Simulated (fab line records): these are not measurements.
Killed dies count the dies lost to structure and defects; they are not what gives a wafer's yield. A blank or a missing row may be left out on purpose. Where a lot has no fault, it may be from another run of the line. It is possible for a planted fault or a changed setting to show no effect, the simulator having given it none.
Matching of chambers + flow nand harc + cmp-01 running NHARC_P_M0_CMP_23: 4 sister chambers
The step polishes, t overpolish 20 s, target thk 117.54 nm. 8 wafers are shown with their chamber, then 7 later ones without.

## WAFERS WITH THEIR CHAMBER
| wafer  | chamber | time to endpoint s (s) | motor current A (A) |
|--------|---------|------------------------|---------------------|
| L080.5 | 2       | 28.2                   | 12.7                |
| L081.4 | 1       | 27.6                   | 12.3                |
| L081.6 | 0       | 27.3                   | 12.4                |
| L086.2 | 2       | 26.7                   | 11.8                |
| L086.3 | 1       | 26.7                   | 11.8                |
| L086.4 | 3       | 28.8                   | 12.3                |
| L091.2 | 0       | 28.8                   | 12.4                |
| L091.3 | 3       | 29.5                   | 11.7                |

## WAFERS WITH NO CHAMBER GIVEN
| wafer  | time to endpoint s (s) | motor current A (A) |
|--------|------------------------|---------------------|
| L091.5 | 30.2                   | 11.8                |
| L094.2 | 30.7                   | 11.9                |
| L094.3 | 29.1                   | 13.1                |
| L094.5 | 30.9                   | 11.9                |
| L096.2 | 26.2                   | 12.2                |
| L096.3 | 28.4                   | 12.8                |
| L096.6 | 26.7                   | 12.0                |

## EACH ONE'S CHAMBER
| wafer  | from the rows above               | in truth |
|--------|-----------------------------------|----------|
| L091.5 | can't be placed: 3 or 0           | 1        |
| L094.2 | can't be placed: 3 or 0           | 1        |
| L094.3 | can't be placed: 0 or 3 or 2 or 1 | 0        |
| L094.5 | can't be placed: 3 or 0           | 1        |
| L096.2 | can't be placed: 1 or 2 or 0      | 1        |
| L096.3 | can't be placed: 0 or 2 or 3 or 1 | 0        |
| L096.6 | can't be placed: 1 or 2 or 0      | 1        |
Placed correctly: 0 of 7. Unplaceable from these rows: 7, with the true chamber sitting among the candidates in 4. 0 placed wrongly.
How it was worked out, from the rows above alone: a wafer's distance from a chamber is the root of the sum, over the readings, of the square of ((its reading less the chamber's mean) divided by the reading's scatter). If the next closest chamber is less than 2 further off than the closest, the wafer can't be placed; otherwise it belongs to the closest. For every chamber, the mean is computed from those of its wafers that are shown. The scatter: the root of (the sum of the squares of (reading less its chamber's mean) over the shown wafers, divided by (wafers less chambers)).
